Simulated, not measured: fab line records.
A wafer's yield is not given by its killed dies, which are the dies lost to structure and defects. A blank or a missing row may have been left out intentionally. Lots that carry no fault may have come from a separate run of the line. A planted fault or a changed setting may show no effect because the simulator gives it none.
Chamber matching -- flow nand-harc -- NHARC_P_BONDPAD_CMP_32 on cmp-04 has 4 sister chambers
The step polishes SiCN, target thk 200 nm. 4 wafers are shown with their chamber, then 7 later ones without.

== WAFERS PAIRED WITH THEIR CHAMBERS ==
wafer,chamber,motor-current-A (A)
L090.2,2,11.1
L090.5,0,11.4
L094.2,1,11.6
L094.3,3,12.5

== WAFERS MISSING THEIR CHAMBER ==
wafer,motor-current-A (A)
L094.4,11.2
L095.1,11.3
L095.2,12.6
L095.5,12.1
L096.1,11.3
L096.2,11.0
L096.3,12.8

== EACH ONE'S CHAMBER ==
wafer,from the rows above,in truth
L094.4,can't be placed: 2 or 0 or 1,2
L095.1,can't be placed: 0 or 2 or 1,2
L095.2,3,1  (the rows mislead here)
L095.5,can't be placed: 3 or 1 or 0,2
L096.1,can't be placed: 0 or 2 or 1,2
L096.2,can't be placed: 2 or 0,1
L096.3,3,3
1 of 7 placed correctly. Not placeable from these rows: 5 (in 3, the candidates include the true chamber). 1 placed wrongly.
How it was worked out, from the rows above alone: a wafer's distance from a chamber is the root of the sum, over the readings, of the square of ((its reading less the chamber's mean) divided by the reading's scatter). If the next closest chamber is less than 2 further off than the closest, the wafer can't be placed; otherwise it belongs to the closest. Each chamber's mean is taken over the wafers shown for it. The scatter (one wafer shown for each chamber): square how far every hidden wafer sits from the nearest shown wafer, average those squares and take the square root.
